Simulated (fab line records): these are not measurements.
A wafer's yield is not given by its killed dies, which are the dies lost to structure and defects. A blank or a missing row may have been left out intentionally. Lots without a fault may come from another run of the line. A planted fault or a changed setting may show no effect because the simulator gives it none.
fab line records	flow n5Finfet
record: lots: 7	wafers: 39
route steps=1938 shown PMOS_HMC_CHANNEL_EPI@78 DUMMY_GATE@228 SD_EPI_P@307 MOL_CONTACT_COAG@535
startH: hours from the record's first day to the start of the lot's first wafer shown	waitH: hours since the lot's step before	" repeats the value in the row above	L1.1+2: a single row standing in for several wafers	- no value present, or no start provided	* or withheld: withheld	< > ~ a bound
route shown NAME@n: NAME is a module with steps in the file, n the number in the route of the first one	usual: mean and standard deviation over wafers with no fault	same: alike in all rows	chamber/n: place in a boat	sites: per-site readings	_std_site: the standard deviation of these	_edge_site: outer sites' mean less inner sites'	radiusMm: for every site, how far away it sits from the centre of the wafer	mask NAME#n: copy n	behind: tool/chamber where the wafer was last shaped	hold: why the lot was held/for how many hours/how that ended	device: the transistor (n, p or np) that didn't switch	end of line: tests run on the same wafers once the route is complete	where a step has no rows: the recipe by itself	killed: at the first sort, the dies lost to defects and structure; wafer yield is something else	map: dies across one wafer; x = killed, . = not, _ = none there
set.NAME: the run value of the setting; set.NAME@STEP: its run value at that earlier step	model.NAME: the simulator's own value behind a step, which no gauge read
lots whose settings were changed on purpose; a table a step, a row a wafer
== steps ==
step: N5_PMOS_HMC_CHANNEL_EPI_EPI_20
recipe: material: SiGe30	maskMaterial: SiO2	pressureTorr: 20	targetThkA: 590	tempC: 600
lot.wafer	tool	chamber	startH	waitH	set.tempC	model.SiGe30_of_PMOS_HMC_CHANNEL_EPI_EPI_20.thkNm
L080.1	epiRpcvd-04	0	54.19	0.0	595.1	54.41
L080.2	"	0	"	"	600	59.88
L080.3	"	0	"	"	600	59.6
L080.4	"	0	"	"	600	59.13
L080.5	"	0	"	"	595.1	54.62
L080.6	"	0	"	"	595.1	54.6
L081.1	epiRpcvd-03	0	59.97	0.0	604.2	64.14
L081.2	"	0	"	"	600	58.79
L081.3	"	0	"	"	600	59.81
L081.4	"	0	"	"	604.2	63.63
L081.5	"	0	"	"	604.2	62.33
L081.6	"	0	"	"	600	59.22
L083.1	epiRpcvd-03	0	72.17	0.0	600	58.85
L083.3	"	0	"	"	600	59.71
L083.6	"	0	"	"	600	59.21
L084.1	epiRpcvd-02	0	79.10	0.0	600	59.29
L084.2	"	0	"	"	606.5	66.36
L084.3	"	0	"	"	606.5	67.09
L084.4	"	0	"	"	606.5	66.37
L084.5	"	0	"	"	600	59.37
L084.6	"	0	"	"	600	59.31
L090.1	epiRpcvd-03	0	114.55	0.0	600	59.25
L090.2	"	0	"	"	603.2	62.33
L090.3	"	0	"	"	603.2	62.74
L090.4	"	0	"	"	603.2	62.46
L090.5	"	0	"	"	600	59.31
L090.6	"	0	"	"	600	58.64
L091.1	epiRpcvd-04	0	120.51	0.0	600	58.38
L091.2	"	0	"	"	600	57.96
L091.3	"	0	"	"	600	58.75
L091.4	"	0	"	"	605.1	64.97
L091.5	"	0	"	"	605.1	64.53
L091.6	"	0	"	"	605.1	63.95
L097.1	epiRpcvd-03	0	156.16	0.0	600	58.67
L097.2	"	0	"	"	593.4	52.09
L097.3	"	0	"	"	600	58.41
L097.4	"	0	"	"	593.4	51.73
L097.5	"	0	"	"	600	58.3
L097.6	"	0	"	"	593.4	51.54
step: N5_DUMMY_GATE_EXPOSE_12
recipe: maskId: GATE	na: 0.33	sourceShape: annular	sigmaInner: 0.2	sigmaOuter: 0.6	polarization: unpolarized	targetCdNm: 25	doseMj: 34
lot.wafer	tool	chamber	startH	waitH	mask	set.doseMj
L080.1+3+4	euvScanner-02	0	81.73	-	GATE#0	35.32
L080.2+5+6	"	0	"	"	GATE#0	34
L081.1+3+4	euvScanner-02	0	87.16	-	GATE#0	34
L081.2+5+6	"	0	"	"	GATE#0	36.35
L083.1+3+6	euvScanner-02	0	100.41	-	GATE#0	34
L084.1+3+6	euvScanner-01	0	108.08	-	GATE#0	34
L084.2+4+5	"	0	"	"	GATE#0	32.08
L090.1+4+5	euvScanner-01	0	144.09	-	GATE#0	34
L090.2+3+6	"	0	"	"	GATE#0	32.25
L091.1+4+6	euvScanner-01	0	147.05	-	GATE#0	31.65
L091.2+3+5	"	0	"	"	GATE#0	34
L097.1+3+4	euvScanner-02	0	185.08	-	GATE#0	34
L097.2+5+6	"	0	"	"	GATE#0	34.83
step: N5_DUMMY_GATE_PEB_13
recipe: pebTempC: 100	pebTimeS: 60	resist: CAR-EUV
step: N5_DUMMY_GATE_DEVELOP_14
recipe: developTimeS: 30	developer: TMAH	resist: CAR-EUV	rinseLiquid: surfactantRinse	dry: airSpin	devTempC: 23
step: N5_DUMMY_GATE_CD_MEAS_15
recipe: targetCdNm: 25.8	landingEnergyEv: 500	detector: seInlens
usual: cdNm: 24.96/0.22
lot.wafer	tool	chamber	startH	waitH	set.doseMj@DUMMY_GATE_EXPOSE_12	cdNm
L080.1	cdSem-03	0	81.85	-	35.32	24.45
L080.2	"	0	"	"	34	25.12
L080.3	"	0	"	"	35.32	24.19
L080.4	"	0	"	"	35.32	24.28
L080.5	"	0	"	"	34	24.65
L080.6	"	0	"	"	34	24.85
L081.1	cdSem-01	0	87.29	-	34	24.61
L081.2	"	0	"	"	36.35	23.69
L081.3	"	0	"	"	34	24.61
L081.4	"	0	"	"	34	24.59
L081.5	"	0	"	"	36.35	23.71
L081.6	"	0	"	"	36.35	23.40
L083.1	cdSem-02	0	100.54	-	34	24.81
L083.3	"	0	"	"	34	24.86
L083.6	"	0	"	"	34	25.07
L084.1	cdSem-02	0	108.21	-	34	25.25
L084.2	"	0	"	"	32.08	26.41
L084.3	"	0	"	"	34	25.26
L084.4	"	0	"	"	32.08	26.27
L084.5	"	0	"	"	32.08	26.25
L084.6	"	0	"	"	34	25.29
L090.1	cdSem-03	0	144.22	-	34	25.04
L090.2	"	0	"	"	32.25	26.19
L090.3	"	0	"	"	32.25	25.74
L090.4	"	0	"	"	34	24.70
L090.5	"	0	"	"	34	24.78
L090.6	"	0	"	"	32.25	25.99
L091.1	cdSem-01	0	147.18	-	31.65	25.98
L091.2	"	0	"	"	34	25.43
L091.3	"	0	"	"	34	24.77
L091.4	"	0	"	"	31.65	26.50
L091.5	"	0	"	"	34	24.93
L091.6	"	0	"	"	31.65	26.27
L097.1	cdSem-02	0	185.21	-	34	25.21
L097.2	"	0	"	"	34.83	24.46
L097.3	"	0	"	"	34	24.99
L097.4	"	0	"	"	34	24.77
L097.5	"	0	"	"	34.83	24.62
L097.6	"	0	"	"	34.83	24.53
step: N5_DUMMY_GATE_STRIP_38
recipe: chemistry: N2/H2	tempC: 40	n2FlowSccm: 200	h2FlowSccm: 200	rfFrequencyHz: 6e+07
step: N5_DUMMY_GATE_STRIP_39
recipe: chemistry: N2/H2	tempC: 40	n2FlowSccm: 200	h2FlowSccm: 200	rfFrequencyHz: 6e+07
step: N5_DUMMY_GATE_TRIM_49
recipe: chemistry: O2	resist: SOC	timeS: 29	targetCdNm: 14	sourcePowerW: 300	biasPowerW: 0	O2_flow_sccm: 100	tempC: 20
lot.wafer	tool	chamber	startH	waitH	set.doseMj@DUMMY_GATE_EXPOSE_12	model.DUMMY_GATE.cdNm
L080.1+4	rieSi-02	3,1	82.21	0.0	35.32	13.4
L080.2	"	1	"	"	34	14.2
L080.3	"	2	"	"	35.32	13.8
L080.5+6	"	3,2	"	"	34	14
L081.1	rieSi-05	1	87.65	0.0	34	13.6
L081.2+5	"	3,0	"	"	36.35	12.6
L081.3	"	2	"	"	34	14
L081.4	"	0	"	"	34	14.4
L081.6	"	3	"	"	36.35	12.2
L083.1+3	rieSi-05	1,0	100.91	0.0	34	14
L083.6	"	3	"	"	34	13.8
L084.1	rieSi-05	2	109.20	0.0	34	13.6
L084.2+4+5	"	0,3,2	"	"	32.08	15.2
L084.3	"	1	"	"	34	13.8
L084.6	"	1	"	"	34	14.6
L090.1+4	rieSi-02	3,2	144.58	0.0	34	13.8
L090.2+6	"	0	"	"	32.25	15
L090.3	"	1	"	"	32.25	15.4
L090.5	"	1	"	"	34	14.2
L091.1+6	rieSi-05	2,0	147.54	0.0	31.65	15.6
L091.2+3+5	"	1,0,3	"	"	34	14.2
L091.4	"	3	"	"	31.65	16
L097.1	rieSi-04	0	185.66	0.0	34	14.2
L097.2	"	3	"	"	34.83	14
L097.3	"	2	"	"	34	14.6
L097.4	"	1	"	"	34	14
L097.5	"	0	"	"	34.83	13.6
L097.6	"	1	"	"	34.83	13.8
step: N5_DUMMY_GATE_STRIP_40
recipe: chemistry: CF4	resist: SiARC	powerW: 300	biasPowerW: 75	pressureMtorr: 50	cf4FlowSccm: 150	rfFrequencyHz: 6e+07
step: N5_DUMMY_GATE_CD_MEAS_50
recipe: targetCdNm: 14
usual: cdNm: 14.0/0.35
lot.wafer	tool	chamber	startH	waitH	set.doseMj@DUMMY_GATE_EXPOSE_12	cdNm
L080.1	cdSem-02	-	82.36	0.0	35.32	13.5
L080.2	"	-	"	"	34	14.0
L080.3	"	-	"	"	35.32	13.8
L080.4	"	-	"	"	35.32	13.5
L080.5	"	-	"	"	34	13.8
L080.6	"	-	"	"	34	14.3
L081.1	cdSem-02	-	87.79	0.0	34	13.6
L081.2	"	-	"	"	36.35	12.5
L081.3	"	-	"	"	34	14.2
L081.4	"	-	"	"	34	14.5
L081.5	"	-	"	"	36.35	12.6
L081.6	"	-	"	"	36.35	12.3
L083.1	cdSem-02	-	101.06	0.0	34	13.8
L083.3	"	-	"	"	34	13.8
L083.6	"	-	"	"	34	13.7
L084.1	cdSem-03	-	109.36	0.0	34	14.1
L084.2	"	-	"	"	32.08	15.4
L084.3	"	-	"	"	34	13.7
L084.4	"	-	"	"	32.08	15.0
L084.5	"	-	"	"	32.08	15.3
L084.6	"	-	"	"	34	14.8
L090.1	cdSem-03	-	144.72	0.0	34	13.8
L090.2	"	-	"	"	32.25	14.8
L090.3	"	-	"	"	32.25	15.2
L090.4	"	-	"	"	34	13.8
L090.5	"	-	"	"	34	14.6
L090.6	"	-	"	"	32.25	14.7
L091.1	cdSem-01	-	147.69	0.0	31.65	15.6
L091.2	"	-	"	"	34	14.2
L091.3	"	-	"	"	34	14.3
L091.4	"	-	"	"	31.65	16.0
L091.5	"	-	"	"	34	14.0
L091.6	"	-	"	"	31.65	15.9
L097.1	cdSem-03	-	185.81	0.0	34	14.3
L097.2	"	-	"	"	34.83	13.8
L097.3	"	-	"	"	34	14.3
L097.4	"	-	"	"	34	14.4
L097.5	"	-	"	"	34.83	13.8
L097.6	"	-	"	"	34.83	13.6
step: N5_DUMMY_GATE_ETCH_44
recipe: chemistry: HBr/O2	overEtchFrac: 0.7	targetDepthA: 1275	stopOn: SiO2	ionEnergyEv: 60	biasW: 20	target: poly-Si	maskMaterial: SiO2	pressureMtorr: 20	icpW: 400	HBr_flow_sccm: 120	O2_flow_sccm: 10
lot.wafer	tool	chamber	startH	waitH	set.targetDepthA	set.doseMj@DUMMY_GATE_EXPOSE_12	model.DUMMY_GATE.cdNm
L080.1	rieSi-05	2	82.75	0.0	1229	35.32	14.4
L080.2	"	3	"	"	1229	34	15.2
L080.3	"	0	"	"	1229	35.32	15
L080.4	"	1	"	"	1275	35.32	14.6
L080.5	"	1	"	"	1275	34	15
L080.6	"	0	"	"	1275	34	15.2
L081.1	rieSi-04	2	88.18	0.0	1275	34	14.8
L081.2+5	"	1,0	"	"	1131	36.35	13.8
L081.3	"	0	"	"	1275	34	15.2
L081.4	"	3	"	"	1131	34	15.4
L081.6	"	1	"	"	1275	36.35	13.2
L083.1+3	rieSi-04	0,2	101.45	0.0	1275	34	15.2
L083.6	"	3	"	"	1275	34	15
L084.1	rieSi-04	1	109.75	0.0	1347	34	14.6
L084.2	"	0	"	"	1275	32.08	16.4
L084.3	"	3	"	"	1347	34	15.2
L084.4	"	2	"	"	1347	32.08	16.2
L084.5	"	0	"	"	1275	32.08	16.2
L084.6	"	1	"	"	1275	34	16
L090.1	rieSi-04	0	145.11	0.0	1203	34	15.2
L090.2	"	1	"	"	1203	32.25	16.2
L090.3	"	3	"	"	1275	32.25	16.6
L090.4	"	2	"	"	1203	34	14.8
L090.5	"	2	"	"	1275	34	15
L090.6	"	1	"	"	1275	32.25	16.4
L091.1	rieSi-02	2	148.07	0.0	1275	31.65	16.4
L091.2+3+5	"	0,1,0	"	"	1275	34	15.2
L091.4	"	3	"	"	1275	31.65	17
L091.6	"	3	"	"	1275	31.65	16.6
L097.1	rieSi-04	0	186.19	0.0	1407	34	15.2
L097.2	"	1	"	"	1407	34.83	15.4
L097.3	"	3	"	"	1275	34	15.8
L097.4	"	2	"	"	1407	34	14.6
L097.5	"	0	"	"	1275	34.83	14.8
L097.6	"	3	"	"	1275	34.83	15
step: N5_DUMMY_GATE_CD_MEAS_24
recipe: targetCdNm: 15
usual: cdNm: 15.1/0.42
lot.wafer	tool	chamber	startH	waitH	set.doseMj@DUMMY_GATE_EXPOSE_12	cdNm
L080.1	cdSem-02	-	82.86	0.1	35.32	14.8
L080.2	"	-	"	"	34	15.4
L080.3	"	-	"	"	35.32	15.1
L080.4	"	-	"	"	35.32	14.3
L080.5	"	-	"	"	34	15.1
L080.6	"	-	"	"	34	15.8
L081.1	cdSem-02	-	88.29	0.1	34	14.9
L081.2	"	-	"	"	36.35	13.7
L081.3	"	-	"	"	34	15.3
L081.4	"	-	"	"	34	15.3
L081.5	"	-	"	"	36.35	14.1
L081.6	"	-	"	"	36.35	13.4
L083.1	cdSem-01	-	101.56	0.1	34	15.4
L083.3	"	-	"	"	34	15.0
L083.6	"	-	"	"	34	15.2
L084.1	cdSem-02	-	109.86	0.1	34	14.4
L084.2	"	-	"	"	32.08	16.6
L084.3	"	-	"	"	34	15.3
L084.4	"	-	"	"	32.08	16.0
L084.5	"	-	"	"	32.08	16.5
L084.6	"	-	"	"	34	15.8
L090.1	cdSem-02	-	145.22	0.1	34	15.3
L090.2	"	-	"	"	32.25	16.3
L090.3	"	-	"	"	32.25	16.7
L090.4	"	-	"	"	34	14.9
L090.5	"	-	"	"	34	15.1
L090.6	"	-	"	"	32.25	16.8
L091.1	cdSem-03	-	148.18	0.1	31.65	16.7
L091.2	"	-	"	"	34	15.3
L091.3	"	-	"	"	34	14.8
L091.4	"	-	"	"	31.65	17.1
L091.5	"	-	"	"	34	15.1
L091.6	"	-	"	"	31.65	16.4
L097.1	cdSem-01	-	186.30	0.1	34	14.9
L097.2	"	-	"	"	34.83	15.5
L097.3	"	-	"	"	34	15.9
L097.4	"	-	"	"	34	14.9
L097.5	"	-	"	"	34.83	14.7
L097.6	"	-	"	"	34.83	15.1
step: N5_SD_EPI_P_ETCH_36
recipe: chemistry: CF4	target: SiARC	targetDepthA: 455	maskMaterial: CAR-ArF-block	timeS: 75.8	ionEnergyEv: 80	pressureMtorr: 40	sourceW: 545	biasW: 36	Ar_flow_sccm: 100	cf4FlowSccm: 100	ends: cleared
usual: rfVppV: 184.4/1.2
lot.wafer	tool	chamber	startH	waitH	set.biasW	rfVppV
L080.1	rieDiel-02	1	89.21	0.0	36	184.7
L080.2	"	2	"	"	36	184.1
L080.3	"	0	"	"	36	184.7
L080.4	"	3	"	"	36	182.5
L080.5	"	0	"	"	36	185.3
L080.6	"	1	"	"	36	184.6
L081.1	rieDiel-01	1	95.98	0.0	36	187.2
L081.2	"	3	"	"	36	185.6
L081.3	"	2	"	"	36	186.0
L081.4	"	2	"	"	36	183.6
L081.5	"	1	"	"	36	185.1
L081.6	"	3	"	"	36	184.2
L083.1	rieDiel-01	0	108.37	0.0	36	184.7
L083.3	"	3	"	"	36	185.5
L083.6	"	2	"	"	36	183.8
L084.1	rieDiel-03	1	116.79	0.0	41.97	206.2
L084.2	"	3	"	"	36	186.2
L084.3	"	0	"	"	36	184.5
L084.4	"	3	"	"	41.97	204.4
L084.5	"	0	"	"	36	184.4
L084.6	"	1	"	"	41.97	204.3
L090.1	rieDiel-01	0	154.25	0.0	36	185.0
L090.2	"	2	"	"	36	185.5
L090.3	"	1	"	"	36	183.5
L090.4	"	3	"	"	29.18	162.8
L090.5	"	3	"	"	29.18	160.4
L090.6	"	2	"	"	29.18	160.4
L091.1	rieDiel-02	2	154.82	0.0	42.48	205.0
L091.2	"	0	"	"	36	185.5
L091.3	"	1	"	"	36	186.2
L091.4	"	2	"	"	36	184.1
L091.5	"	1	"	"	42.48	204.2
L091.6	"	0	"	"	42.48	206.5
L097.1	rieDiel-02	0	194.41	0.0	36	185.1
L097.2	"	3	"	"	36	186.1
L097.3	"	2	"	"	36	184.1
L097.4	"	1	"	"	39.76	196.5
L097.5	"	2	"	"	39.76	195.9
L097.6	"	1	"	"	39.76	196.0
step: N5_MOL_CONTACT_COAG_CONTACT_ETCH_14
recipe: chemistry: C4F6/O2	target: SiO2	targetDepthA: 275	overetchA: 85	maskMaterial: SOC	pressureMtorr: 30	sourceW: 370	biasW: 185	Ar_flow_sccm: 300	C4F6_flow_sccm: 16	O2_flow_sccm: 10	timeS: 20	ionEnergyEv: 259.6
usual: rfVppV: 692/3.7
lot.wafer	tool	chamber	startH	waitH	set.sourceW	rfVppV
L080.1	rieDiel-05	1	124.19	0.0	370	691
L080.2	"	0	"	"	370	697
L080.3	"	3	"	"	370	688
L080.4	"	2	"	"	370	699
L080.5	"	1	"	"	370	691
L080.6	"	2	"	"	370	699
L081.1	rieDiel-04	2	129.29	0.0	370	691
L081.2	"	1	"	"	370	687
L081.3	"	0	"	"	335.5	718
L081.4	"	3	"	"	370	694
L081.5	"	2	"	"	335.5	707
L081.6	"	3	"	"	335.5	709
L083.1	rieDiel-04	2	142.31	0.0	370	690
L083.3	"	3	"	"	370	691
L083.6	"	2	"	"	370	690
L084.1	rieDiel-06	1	149.81	0.0	370	693
L084.2	"	2	"	"	370	692
L084.3	"	0	"	"	370	689
L084.4	"	0	"	"	370	690
L084.5	"	1	"	"	370	691
L084.6	"	2	"	"	370	694
L090.1	rieDiel-05	1	189.48	0.0	426.1	664
L090.2	"	3	"	"	426.1	662
L090.3	"	2	"	"	370	698
L090.4	"	0	"	"	370	698
L090.5	"	1	"	"	370	689
L090.6	"	2	"	"	426.1	676
L091.1	rieDiel-06	1	192.57	0.0	370	692
L091.2	"	0	"	"	406.5	667
L091.3	"	2	"	"	406.5	668
L091.4	"	3	"	"	370	699
L091.5	"	2	"	"	370	693
L091.6	"	1	"	"	406.5	669
L097.1	rieDiel-06	2	229.02	0.0	318.7	720
L097.2	"	0	"	"	370	688
L097.3	"	3	"	"	370	699
L097.4	"	1	"	"	318.7	719
L097.5	"	0	"	"	318.7	718
L097.6	"	3	"	"	370	697
== key ==
split: step: N5_PMOS_HMC_CHANNEL_EPI_EPI_20	setting: tempC	stated: 600	by: wafer
response: step: N5_PMOS_HMC_CHANNEL_EPI_EPI_20	reading: model.SiGe30_of_PMOS_HMC_CHANNEL_EPI_EPI_20.thkNm	change: +6.43	per: 1%	r: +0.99
split: step: N5_DUMMY_GATE_EXPOSE_12	setting: doseMj	stated: 34	by: wafer
response: step: N5_DUMMY_GATE_CD_MEAS_15	reading: cdNm	change: -0.173	per: 1%	r: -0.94
response: step: N5_DUMMY_GATE_TRIM_49	reading: model.DUMMY_GATE.cdNm	change: -0.214	per: 1%	r: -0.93
response: step: N5_DUMMY_GATE_CD_MEAS_50	reading: cdNm	change: -0.205	per: 1%	r: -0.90
response: step: N5_DUMMY_GATE_ETCH_44	reading: model.DUMMY_GATE.cdNm	change: -0.204	per: 1%	r: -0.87
response: step: N5_DUMMY_GATE_CD_MEAS_24	reading: cdNm	change: -0.223	per: 1%	r: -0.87
split: step: N5_DUMMY_GATE_ETCH_44	setting: targetDepthA	stated: 1275	by: wafer
response none clear
split: step: N5_SD_EPI_P_ETCH_36	setting: biasW	stated: 36	by: wafer
response: step: N5_SD_EPI_P_ETCH_36	reading: rfVppV	change: +1.17	per: 1%	r: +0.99
split: step: N5_MOL_CONTACT_COAG_CONTACT_ETCH_14	setting: sourceW	stated: 370	by: wafer
response: step: N5_MOL_CONTACT_COAG_CONTACT_ETCH_14	reading: rfVppV	change: -2.01	per: 1%	r: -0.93
